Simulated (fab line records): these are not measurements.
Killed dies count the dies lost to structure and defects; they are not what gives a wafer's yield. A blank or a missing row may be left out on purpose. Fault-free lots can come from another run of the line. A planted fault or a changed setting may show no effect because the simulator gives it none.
Chamber matching ; flow nand_harc ; NHARC_A_ZERO_WELL_ETCH_19 on rie_diel-03: 4 sister chambers
The step etches the open film in N2/H2, target depth 80 nm, overetch 24 nm, time 87.88 s. 4 wafers are shown with their chamber, then 8 later ones without.

== EACH WAFER AND ITS CHAMBER ==
wafer;chamber;oes_product_au (a.u.)
L706.1;3;1.000
L718.2;0;0.995
L718.3;2;1.007
L721.2;1;1.017

== WAFERS MISSING THEIR CHAMBER ==
wafer;oes_product_au (a.u.)
L721.3;1.004
L721.6;0.980
L722.1;0.985
L722.2;1.013
L722.6;1.001
L723.2;1.023
L723.3;0.996
L723.6;0.997

== WHICH CHAMBER EACH WENT THROUGH ==
wafer;from the rows above;in truth
L721.3;can't be placed: 2 or 3 or 0 or 1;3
L721.6;can't be placed: 0 or 3 or 2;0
L722.1;can't be placed: 0 or 3 or 2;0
L722.2;can't be placed: 1 or 2 or 3 or 0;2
L722.6;can't be placed: 3 or 0 or 2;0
L723.2;can't be placed: 1 or 2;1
L723.3;can't be placed: 0 or 3 or 2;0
L723.6;can't be placed: 0 or 3 or 2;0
0 of 8 placed correctly. Not placeable from these rows: 8 (in 8, the candidates include the true chamber). 0 placed wrongly.
How it was worked out, from the rows above alone: a wafer's distance from a chamber is the root of the sum, over the readings, of the square of ((its reading less the chamber's mean) divided by the reading's scatter). If the next closest chamber is less than 2 further off than the closest, the wafer can't be placed; otherwise it belongs to the closest. Each chamber's mean is taken over the wafers shown for it. The scatter: with one shown wafer a chamber, the root of the mean of the squares of how far each hidden wafer lies from its nearest shown one.
